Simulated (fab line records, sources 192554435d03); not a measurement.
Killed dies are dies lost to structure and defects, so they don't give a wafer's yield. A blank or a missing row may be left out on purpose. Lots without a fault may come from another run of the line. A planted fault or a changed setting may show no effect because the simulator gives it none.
fab line records | flow n5_finfet
record lots=4 wafers=12 last_day=18
route steps=1938 shown DUMMY_GATE@251 SPACER0@258 SD_EPI_N@262 BEOL_M4@1111 PASSIVATION@1936
lots that met no fault: from a run of the same line without faults
start_h: hours from the record's first day to the start of the lot's first wafer shown | wait_h: hours since the lot's step before | " the same as in the row above | L1.1+2: a row that stands for several wafers | - no value, or no start given | * or withheld: withheld | < > ~ a bound
route shown NAME@n: a module of which the file shows steps, and the number in the route of the first | usual: mean/standard deviation of fault-free wafers | same: alike in all rows | chamber/n: place in a boat | sites: the reading at each site | _std_site: their standard deviation | _edge_site: outer sites' mean less inner sites' | radius_mm: how far each site lies from the wafer's centre | mask NAME#n: copy n | behind: the tool/chamber that last shaped the wafer | hold: why the lot was held/for how many hours/how that ended | device: the transistor (n, p or np) that didn't switch | end of line: the same wafers' tests at the end of the route | a step without rows: its recipe alone | killed: dies lost to structure and defects at the first sort, not the wafer's yield | map: a wafer's dies, x killed, . not, _ none there
set.NAME: the setting as run; set.NAME@STEP: as run at that earlier step | model.NAME: the simulator's own value behind a step, which no gauge read
lots at some steps of the route; a table a step, a row a wafer
services: from which hour (start_h, from the record's first day; less than 0 if before it) a tool's chamber was out of use, for how many hours, and why
## steps
# step N5_DUMMY_GATE_STRIP_48
# recipe chemistry=N2/H2 time_s=20 power_w=100 temp_c=40 pressure_mtorr=100 rf_frequency_hz=6e+07 bias_power_w=3 n2_flow_sccm=300 h2_flow_sccm=300
# step N5_DUMMY_GATE_PRECLEAN_33
# recipe chemistry=dHF time_s=10 dilution=750:1 temp_c=25
# step N5_DUMMY_GATE_PRECLEAN_25
# recipe chemistry=O3/DIW time_s=45 temp_c=22 o3_ppm=10
# step N5_DUMMY_GATE_PRECLEAN_51
# recipe chemistry=SC2 time_s=45 temp_c=35 mix=1:1:50
# step N5_DUMMY_GATE_SRD_26
# recipe dry=ipa_marangoni time_s=30 temp_c=23 rinse_liquid=diw
# step N5_DUMMY_GATE_UV_OZONE_45
# recipe time_s=120 pressure_torr=760 temp_c=25
# step N5_SPACER0_ALD_07
# recipe material=SiNx target_thk_a=20 temp_c=400 ald_precursor_family=SiH2I2 ald_co_reactant=N2/H2-plasma pressure_torr=2
# step N5_SPACER0_ALD_00
# recipe material=SiOCN target_thk_a=35 temp_c=400 ald_precursor_family=alkyl-aminosilane ald_co_reactant=O2/N2-plasma pulse_time_s=3 purge_time_s=2 co_reactant_purge_time_s=2 ald_cycles=58 pressure_torr=2
# step N5_SPACER0_ALD_08
# recipe material=SiNx target_thk_a=20 temp_c=400 ald_precursor_family=SiH2I2 ald_co_reactant=N2/H2-plasma pressure_torr=2
# step N5_SD_EPI_N_COAT_32
# recipe resist=SOC temp_c=250 time_s=60 spin_rpm=1500 resist_thk_nm=350
# step N5_SD_EPI_N_COAT_33
# recipe resist=SiARC temp_c=220 time_s=60 spin_rpm=1500 resist_thk_nm=35
# usual resist_line_temp_C=22.97/0.12 spin_speed_rpm=1499.9/0.9
# columns lot.wafer tool chamber start_h wait_h resist_line_temp_C spin_speed_rpm model.SiARC_of_SD_EPI_N_COAT_33.thk_nm
L261.2 litho_track-02 0 58.53 - 22.87 1500.7 34.8
L261.3 " 0 " " 22.81 1499.2 34.8
L261.5 " 0 " " 22.92 1499.1 35
L271.1 litho_track-02 0 116.05 - 22.82 1589.6 34
L271.2 " 0 " " 22.78 1590.5 34
L271.4 " 0 " " 22.71 1589.2 34.2
L272.2 litho_track-02 0 121.59 - 22.97 1587.2 34
L272.3 " 0 " " 23.00 1587.0 34
L272.6 " 0 " " 23.01 1588.7 34.2
L281.1 litho_track-05 0 175.17 - 22.95 1500.9 35
L281.3 " 0 " " 22.87 1499.4 35
L281.6 " 0 " " 22.75 1500.1 35
# step N5_SD_EPI_N_COAT_03
# recipe resist=CAR-ArF-block spin_rpm=1500 resist_thk_nm=150
# step N5_SD_EPI_N_EBR_05
# recipe solvent=PGMEA ebr_width_mm=1.5
# step N5_SD_EPI_N_SOFTBAKE_04
# recipe temp_c=110 time_s=60 resist=CAR-ArF-block
# step N5_SD_EPI_N_EXPOSE_06
# recipe mask_id=SD_N_BLK na=1.35 source_shape=conventional sigma_outer=0.8 polarization=unpolarized target_cd_nm=120 dose_mj=39.75
# step N5_SD_EPI_N_PEB_07
# recipe peb_temp_c=110 peb_time_s=60 resist=CAR-ArF-block
# step N5_SD_EPI_N_DEVELOP_08
# recipe develop_time_s=30 developer=TMAH resist=CAR-ArF-block dev_temp_c=23 rinse_liquid=diw dry=air_spin
# step N5_SD_EPI_N_DESCUM_14
# recipe chemistry=O2 time_s=7.9 source_power_w=50 bias_power_w=20 pressure_mtorr=20 rf_frequency_hz=2.712e+07 temp_c=40 resist=CAR-ArF-block o2_flow_sccm=225
# step N5_SD_EPI_N_ETCH_34
# recipe chemistry=CF4 target=SiARC target_depth_a=455 mask_material=CAR-ArF-block time_s=75.8 ion_energy_ev=80 pressure_mtorr=40 source_w=545 bias_w=36 Ar_flow_sccm=100 cf4_flow_sccm=100 ends=cleared
# usual drypump_motor_current_A=5.7/0.49 etch_rf_on_time_s=75.5/1.4 oes_product_au=0.70/0.076 rf_vpp_V=184.2/1.2 showerhead_plenum_p_Torr=2.15/0.077 throttle_valve_pct=15.55/0.21
# columns lot.wafer tool chamber start_h wait_h drypump_motor_current_A etch_rf_on_time_s oes_product_au rf_hours_counter_h rf_vpp_V showerhead_plenum_p_Torr throttle_valve_pct model.etch.depth_nm model.CAR-ArF-block_of_SD_EPI_N_COAT_03.thk_nm
L261.2 rie_diel-04 3 59.09 0.0 5.8 75.8 0.63 150 182.8 2.15 15.48 34.84 110.2
L261.3 " 2 " " 6.8 77.9 0.60 179 183.5 2.13 15.98 34.86 110.4
L261.5 " 0 " " 4.9 75.6 0.74 - 183.8 2.09 15.51 34.91 110.6
L271.1 rie_diel-06 1 116.56 0.0 5.9 71.7 0.82 14 185.8 2.29 15.44 33.98 111.8
L271.2 " 3 " " 4.9 70.5 0.87 4 185.4 2.29 15.71 34.08 111.6
L271.4 " 2 " " 5.3 71.8 0.61 - 186.2 2.20 15.81 34.15 111.6
L272.2 rie_diel-04 2 121.97 0.0 6.8 75.2 0.59 201 181.6 2.12 16.01 34.03 112.2
L272.3 " 0 " " 5.0 73.5 0.72 75 182.9 2.08 15.55 34.02 112.2
L272.6 " 3 " " 5.8 74.5 0.61 - 184.7 2.14 15.55 34.17 111.8
L281.1 rie_diel-03 2 175.74 0.0 5.6 76.4 0.72 69 184.2 2.08 15.64 34.97 110.8
L281.3 " 3 " " 5.7 75.8 0.69 92 181.4 2.07 15.36 35.03 111
L281.6 " 0 " " 5.1 76.3 0.67 - 185.4 2.24 15.65 35.03 111.2
# step N5_SD_EPI_N_ETCH_35
# recipe chemistry=N2/H2 target=SOC overetch_a=1080 mask_material=SiARC temp_c=40 ion_energy_ev=100 source_w=3000 bias_w=133 pressure_mtorr=20 time_s=486 n2_flow_sccm=200 h2_flow_sccm=200
# step N5_SD_EPI_N_STRIP_36
# recipe chemistry=N2/H2 temp_c=40 n2_flow_sccm=200 h2_flow_sccm=200 rf_frequency_hz=6e+07
# step N5_SD_EPI_N_ETCHBACK_44
# recipe chemistry=CH3F/O2 mode=anisotropic_etchback target=SiNx target_depth_a=145 stop_on=SiO2 over_etch_frac=0.3 ion_energy_ev=120 pressure_mtorr=30 source_w=395 bias_w=73 Ar_flow_sccm=150 CH3F_flow_sccm=30 O2_flow_sccm=20
# step N5_SD_EPI_N_ETCH_45
# recipe chemistry=CH3F/O2 target=SiOCN target_depth_a=60 mask_material=SOC ion_energy_ev=60 bias_w=29 pressure_mtorr=15 source_w=410 Ar_flow_sccm=150 CH3F_flow_sccm=30 O2_flow_sccm=20
# step N5_SD_EPI_N_ETCH_16
# recipe chemistry=CHF3/O2 target=SiO2 target_depth_a=50 mask_material=SOC pressure_mtorr=30 source_w=650 bias_w=170 Ar_flow_sccm=200 CHF3_flow_sccm=50 O2_flow_sccm=5 ion_energy_ev=200
# usual drypump_motor_current_A=5.7/0.48 oes_o_777_au=0.82/0.081 oes_product_au=0.82/0.088 rf_vpp_V=526/8.2 showerhead_plenum_p_Torr=2.43/0.085 throttle_valve_pct=18.86/0.21
# columns lot.wafer tool chamber start_h wait_h drypump_motor_current_A oes_o_777_au oes_product_au rf_hours_counter_h rf_vpp_V showerhead_plenum_p_Torr throttle_valve_pct model.SiARC_of_SD_EPI_N_COAT_33.thk_nm
L261.2 rie_diel-04 3 59.67 0.1 5.8 0.75 0.72 151 515 2.43 18.80 12.8
L261.3 " 2 " " 6.8 0.69 0.70 179 525 2.40 19.34 13
L261.5 " 0 " " 4.9 0.87 0.86 - 513 2.37 18.96 12.6
L271.1 rie_diel-06 1 117.14 0.1 5.9 0.94 0.94 14 530 2.57 18.75 10.8
L271.2 " 3 " " 5.0 0.99 1.01 4 533 2.58 19.07 10.4
L271.4 " 2 " " 5.3 0.73 0.71 - 524 2.47 19.04 11.2
L272.2 rie_diel-04 2 122.55 0.1 6.8 0.68 0.68 201 523 2.40 19.35 12
L272.3 " 0 " " 4.9 0.85 0.84 75 513 2.36 18.98 11.4
L272.6 " 3 " " 5.8 0.73 0.71 - 514 2.42 18.81 11.8
L281.1 rie_diel-03 2 176.32 0.1 5.6 0.83 0.84 70 537 2.34 18.97 12.4
L281.3 " 3 " " 5.7 0.81 0.81 92 518 2.34 18.75 12.2
L281.6 " 0 " " 5.2 0.77 0.78 - 525 2.52 18.96 12.6
# step N5_SD_EPI_N_STRIP_47
# recipe chemistry=CHF3/O2 resist=SiARC rf_frequency_hz=6e+07
# step N5_BEOL_M4_RC_MEAS_101
# usual DIBL_N=36.0/2.2 DIBL_P=36.2/2.4 IOFF_N=0.16/0.035 IOFF_P=0.21/0.037 ION_N=672/13 ION_P=461/7 SS_N=71.4/0.69 SS_P=73.2/0.75 VT_N=250/3.4 VT_P=-251/3
# columns lot.wafer tool chamber start_h wait_h DIBL_N[mV/V] DIBL_P[mV/V] IOFF_N[nA/um] IOFF_P[nA/um] ION_N[uA/um] ION_P[uA/um] SS_N[mV/dec] SS_P[mV/dec] VT_N[mV] VT_P[mV]
L261.2 prober-02 0 207.85 0.2 35.1 37.4 0.16 0.23 676 470 72.0 72.7 252 -248
L261.3 " 0 " " 31.4 32.0 0.11 0.15 659 454 69.9 71.6 255 -252
L261.5 " 0 " " 29.9 30.3 0.08 0.13 643 443 70.3 71.0 257 -256
L272.2 prober-02 0 271.29 0.2 37.4 36.5 0.17 0.20 677 461 70.9 73.8 249 -253
L272.3 " 0 " " 36.3 35.0 0.14 0.18 668 459 71.7 72.9 252 -254
L272.6 " 0 " " 37.8 37.1 0.17 0.21 687 464 71.2 73.6 248 -250
L271.1 prober-02 0 272.79 0.0 34.9 36.2 0.15 0.19 666 456 71.9 73.1 248 -252
L271.2 " 0 " " 35.6 36.9 0.17 0.22 678 459 72.1 73.2 250 -250
L271.4 " 0 " " 35.9 37.3 0.17 0.22 669 458 71.5 73.8 248 -253
L281.1 prober-02 0 333.77 0.0 37.3 34.7 0.16 0.23 680 469 71.4 72.3 247 -246
L281.3 " 0 " " 38.3 36.8 0.18 0.26 691 480 71.2 74.1 248 -245
L281.6 " 0 " " 37.3 34.7 0.16 0.22 675 466 71.4 72.6 250 -246
# step N5_PASSIVATION_PROBE_49
# usual defect_limited_yield=91.2/1.4 killed_at_M0_to_M3=34/9.4 killed_at_M4_up=14/5.6 killed_at_contacts=13/7.8 killed_at_front_end=37/10 killed_at_other=4/3.3 killed_dies=103/17 killed_open=68/13 killed_short=33/8.2 sort_bin_5_function=5.1/0.92 sort_bin_6_memory=3.3/0.71 sort_bin_8_speed=0.01/0.043 sort_n_pass=1077/17 sort_yield_pct=91.2/1.4
# same gross_dies=1180 killed_at_back_side=0 sort_bin_4_leakage[%]=0
# columns lot.wafer tool chamber start_h wait_h defect_limited_yield[%] killed_at_M0_to_M3 killed_at_M4_up killed_at_contacts killed_at_front_end killed_at_other killed_dies killed_open killed_short sort_bin_5_function[%] sort_bin_6_memory[%] sort_bin_8_speed[%] sort_n_pass sort_yield_pct[%]
L271.2 prober-01 - 377.97 0.1 89.6 48 21 6 47 1 123 91 32 6.1 3.8 0 1057 89.6
L272.2 prober-01 - 381.64 0.1 90.8 35 10 21 40 2 108 74 34 5.8 3.0 0 1072 90.8
L272.3 prober-01 - 381.69 0.1 94.9 18 9 11 17 5 60 38 17 3.3 1.4 0 1120 94.9
L281.1 prober-01 - 441.21 0.2 89.2 58 11 11 45 2 127 83 39 5.8 4.0 0 1053 89.2
L281.3 prober-01 - 441.31 0.3 92.1 34 15 15 29 0 93 58 35 4.6 2.8 0 1087 92.1
L281.6 prober-01 - 441.46 0.5 90.9 37 10 19 40 1 107 69 29 5.3 2.5 0 1073 90.9
# killed by level:class
L271.2 STI_FIN_REVEAL:geometric_particle:open=16 BEOL_M0_SAQP:geometric_particle:open=15 BEOL_M0_SAQP:geometric_particle:short=11 FIN_SAQP:geometric_particle:open=9 BEOL_M5:geometric_particle:open=9 BEOL_M1:geometric_particle:open=8 BEOL_M2:geometric_particle:open=7 MOL_CONTACT_COAG:geometric_particle:open=6
L272.2 MOL_CONTACT_COAG:geometric_particle:open=17 STI_FIN_REVEAL:geometric_particle:open=11 BEOL_M1:geometric_particle:open=9 BEOL_M3:geometric_particle:open=8 BEOL_M0_SAQP:geometric_particle:short=5 FIN_SAQP:geometric_particle:open=4 FIN_SAQP:geometric_particle:short=4 MOL_CONTACT_COAG:geometric_particle:short=4
L272.3 MOL_CONTACT_COAG:geometric_particle:open=9 BEOL_M3:geometric_particle:open=7 FIN_SAQP:geometric_particle:open=3 BEOL_M0_SAQP:geometric_particle:short=3 HKMG_FIN:area_etch=3 FIN_SAQP:geometric_particle:short=2 STI_FIN_REVEAL:geometric_particle:open=2 DUMMY_GATE:geometric_particle:open=2
L281.1 BEOL_M1:geometric_particle:open=14 BEOL_M0_SAQP:geometric_particle:open=13 BEOL_M3:geometric_particle:open=12 GATE_CUT:geometric_particle:short=11 STI_FIN_REVEAL:geometric_particle:open=10 MOL_CONTACT_COAG:geometric_particle:open=7 DUMMY_GATE:geometric_particle:open=6 BEOL_M0_SAQP:geometric_particle:short=6
L281.3 BEOL_M4:geometric_particle:open=10 BEOL_M1:geometric_particle:open=9 MOL_CONTACT_COAG:geometric_particle:open=8 MOL_CONTACT_COAG:geometric_particle:short=7 BEOL_M0_SAQP:geometric_particle:short=7 DUMMY_GATE:geometric_particle:open=6 BEOL_M0_SAQP:geometric_particle:open=5 BEOL_M1:geometric_particle:short=5
L281.6 MOL_CONTACT_COAG:geometric_particle:open=17 BEOL_M3:geometric_particle:open=11 STI_FIN_REVEAL:geometric_particle:open=10 BEOL_M3:geometric_particle:short=8 HKMG_FIN:area_etch=8 DUMMY_GATE:geometric_particle:open=7 BEOL_M0_SAQP:geometric_particle:short=7 BEOL_M4:geometric_particle:open=6
## services
# columns tool chamber start_h hours kind
rie_diel-06 3 40.78 3.3 repair
rie_diel-06 1 49.39 - clean
rie_diel-06 1 49.39 - consumable_replace:focus_ring
rie_diel-06 1 49.39 - consumable_replace:showerhead
rie_diel-06 1 49.39 21.1 scheduled_down
rie_diel-06 1 49.39 21.1 vent_cycle
rie_diel-06 3 70.48 - clean
rie_diel-06 3 70.48 - consumable_replace:focus_ring
rie_diel-06 3 70.48 - consumable_replace:showerhead
rie_diel-06 3 70.48 28.0 scheduled_down
rie_diel-06 3 70.48 28.0 vent_cycle
rie_diel-03 0 72.76 9.1 repair
rie_diel-06 - 74.08 0.7 repair
rie_diel-06 0 112.78 - clean
rie_diel-06 0 112.78 - consumable_replace:focus_ring
rie_diel-06 0 112.78 17.8 scheduled_down
rie_diel-06 0 112.78 17.8 vent_cycle
rie_diel-04 2 142.43 9.2 repair
rie_diel-04 3 166.11 2.1 repair
## key
first_sign step=N5_SD_EPI_N_COAT_33 reading=spin_speed_rpm direction=up sigmas=98 usual=* struck=*
effect none on later readings
model_effect step=N5_SD_EPI_N_COAT_33 value=SiARC_of_SD_EPI_N_COAT_33.thk_nm without=35.07 struck=34.07
model_effect step=N5_SD_EPI_N_ETCH_34 value=etch.depth_nm without=35.07 struck=34.07
model_effect step=N5_SD_EPI_N_ETCH_16 value=SiARC_of_SD_EPI_N_COAT_33.thk_nm without=12.27 struck=11.27
met_at N5_SD_EPI_N_COAT_33
struck_wafers L271.1,L271.2,L271.4,L272.2,L272.3,L272.6
onset_between 58.53 116.05
fault kind=process_parameter_drift tool=litho_track-02 chamber=- onset_h=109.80 steps=N5_SD_EPI_N_COAT_33 channel=spin_rpm offset=* shape=step end_h=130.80 acts_in=* stated=*
